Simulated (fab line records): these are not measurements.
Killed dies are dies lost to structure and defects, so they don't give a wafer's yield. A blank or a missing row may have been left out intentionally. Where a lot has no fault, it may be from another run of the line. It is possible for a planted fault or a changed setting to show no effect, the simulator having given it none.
Which tool is to blame?	flow nand harc	14 lots, 40 wafers sampled, at 6 steps of a route of 1302

## WHAT THE GAUGES READ, wafer by wafer
NHARC_A_DECK1_JOINT_THK_MEAS_14: measures by ellipsometry.
lot	measured	on	thk nm (nm)
L108	day 11 07:36	film metro-02	50.0 50.8 49.6
L110	day 11 23:07	film metro-02	50.2 49.7 50.9
L111	day 12 10:27	film metro-01	49.5 50.7 53.8
L112	day 13 01:45	film metro-02	51.7 51.3 50.5
L114	day 13 13:51	film metro-01	48.9 51.8 52.1
L117	day 15 16:56	film metro-01	51.3 49.2 50.5
L120	day 16 15:07	film metro-01	53.0
L125	day 18 11:29	film metro-01	51.7 51.4 51.3
L126	day 19 03:29	film metro-02	53.2 50.5 51.5
L127	day 19 07:39	film metro-01	52.6 50.4 52.2
L128	day 20 04:24	film metro-01	50.6 51.9 51.7
L129	day 20 09:47	film metro-02	51.4 51.6 51.5
L130	day 20 09:47	film metro-01	52.8 53.9 49.5
L131	day 20 19:35	film metro-02	49.5 51.4 49.5

NHARC_A_ONON_D2_THK_MEAS_05: measures by ellipsometry.
lot	measured	on	thk nm (nm)
L108	day 12 10:38	film metro-02	1006 1005 1006
L110	day 12 20:52	film metro-01	1010 1010 1012
L111	day 13 10:43	film metro-02	995 996 996
L112	day 14 01:01	film metro-01	997 996 996
L114	day 14 19:47	film metro-02	996 996 995
L117	day 16 15:08	film metro-01	999 998 998
L120	day 17 19:05	film metro-02	992
L125	day 19 11:10	film metro-01	992 992 991
L126	day 20 05:59	film metro-02	975 975 977
L127	day 20 08:51	film metro-01	995 996 995
L128	day 21 04:35	film metro-01	996 997 994
L129	day 21 11:58	film metro-01	1000 1000 1001
L130	day 21 11:54	film metro-02	1000 999 999
L131	day 21 20:53	film metro-01	987 988 988

NHARC_A_ONON_D2_THK_MEAS_08: measures by ellipsometry.
lot	measured	on	thk nm (nm)
L108	day 12 11:13	film metro-02	1003 999 1001
L110	day 12 21:26	film metro-02	1008 1008 1008
L111	day 13 11:16	film metro-02	993 992 993
L112	day 14 01:35	film metro-02	1001 998 1001
L114	day 14 20:21	film metro-01	1017 1016 1017
L117	day 16 15:43	film metro-01	1146 1146 1147 1147 1147 1148
L120	day 17 19:40	film metro-01	1148 1148
L125	day 19 11:44	film metro-01	1023 1022 1023
L126	day 20 06:32	film metro-02	1009 1008 1009
L127	day 20 09:25	film metro-02	1003 1002 1002
L128	day 21 05:08	film metro-01	1000 1000 1000
L129	day 21 12:32	film metro-01	998 997 998
L130	day 21 12:28	film metro-01	989 988 988
L131	day 21 21:26	film metro-02	1002 999 1001

NHARC_END_SORT_01.
lot	measured	on	killed at array	killed at other	killed at periphery	killed dies	killed open	killed short
L117	day 28 08:31	prober-01	72 76 72	1 1 2	0 2 1	73 79 75	2 4 6	0 2 2
L120	day 29 19:11	prober-02	48	0	3	51	3	2
L125	day 31 22:14	prober-01	62 64 64	0 0 1	4 3 7	66 67 72	3 6 4	1 1 2

## EACH LOT AND THE TOOL THAT RAN IT (in order: tool; ch and the chambers of the sampled wafers; start)
lot	NHARC_A_ONON_D2_DEP_06	NHARC_A_ONON_D2_DEP_33
L108	pecvd onon-03 ch 0, day 12 10:42	pecvd-02 ch 0,1,2, day 12 22:58
L110	pecvd onon-04 ch 0, day 12 21:02	pecvd-04 ch 1,2, day 13 08:38
L111	pecvd onon-03 ch 0, day 13 10:46	pecvd-01 ch 0,1,2, day 13 22:04
L112	pecvd onon-03 ch 0, day 14 01:04	pecvd-04 ch 1,2, day 14 15:32
L114	pecvd onon-04 ch 0, day 14 19:50	pecvd-02 ch 0,2, day 15 10:16
L117	pecvd onon-04 ch 0, day 16 15:15	pecvd-04 ch 0,1,2, day 17 02:57
L120	pecvd onon-04 ch 0, day 17 19:23	pecvd-04 ch 2, day 18 07:38
L125	pecvd onon-01 ch 0, day 19 11:14	pecvd-01 ch 0,1, day 19 22:57
L126	pecvd onon-04 ch 0, day 20 06:02	pecvd-02 ch 0,2, day 20 18:07
L127	pecvd onon-01 ch 0, day 20 08:55	pecvd-01 ch 0,1, day 20 18:01
L128	pecvd onon-01 ch 0, day 21 04:45	pecvd-02 ch 0,1,2, day 21 16:22
L129	pecvd onon-03 ch 0, day 21 12:01	pecvd-01 ch 0,1, day 22 03:44
L130	pecvd onon-04 ch 0, day 21 12:05	pecvd-02 ch 0,2, day 22 03:40
L131	pecvd onon-01 ch 0, day 21 20:56	pecvd-04 ch 0,2, day 22 11:40
- NHARC_A_ONON_D2_DEP_06: target thk 1000 nm.
- NHARC_A_ONON_D2_DEP_33: deposits SiO2, target thk 200 nm.

## WHAT THE TOOLS THEMSELVES READ (means of the sampled wafers that have a number; where no wafer has one, the mark that the record gives instead)
NHARC_A_ONON_D2_DEP_33.
lot	tool	heater power w (W)	throttle valve pct (%)
L108	pecvd-02	564	16.1
L110	pecvd-04	688	15.6
L111	pecvd-01	564	15.8
L112	pecvd-04	637	16.0
L114	pecvd-02	609	16.1
L117	pecvd-04	636	15.9
L120	pecvd-04	548	16.3
L125	pecvd-01	605	15.7
L126	pecvd-02	491	15.8
L127	pecvd-01	593	15.9
L128	pecvd-02	598	16.2
L129	pecvd-01	546	15.6
L130	pecvd-02	503	15.9
L131	pecvd-04	590	16.4

## THE ANSWER, worked out from the rows above alone
Rule: the usual values come from the lots themselves. The widest of any qualifying gaps counts: lots, ordered by their means at a reading, are off when they make up no more than a third of the lots, leave a main group of 4 or more, and stand apart from it by 3 or more times the standard deviation of that group's means. Not used: any main group whose means are identical at the precision the tables above print for the reading. A lot without any number at a reading at which 4 lots or more have one is off too. Where the step has rows for the other lots, those lots are counted as sound. First the gauges in route order, then the tools' own readings, where a lot's mean is used as printed above. At the first step where some lot is off, the reading lying furthest off is the one used; lots without a number count as furthest.
Off, at NHARC_A_ONON_D2_THK_MEAS_08 on thk nm: L117, L120. Main group: mean 1003 nm, sd 9.2.
If a tool, at a process step before that reading, ran all the lots that are off and no sound lot after the first of them, it fits. Gauges at NHARC_A_ONON_D2_THK_MEAS_08: tried the same way as those tools. Not one of the candidates tried fits.

## WHAT THE SIMULATOR PUT IN
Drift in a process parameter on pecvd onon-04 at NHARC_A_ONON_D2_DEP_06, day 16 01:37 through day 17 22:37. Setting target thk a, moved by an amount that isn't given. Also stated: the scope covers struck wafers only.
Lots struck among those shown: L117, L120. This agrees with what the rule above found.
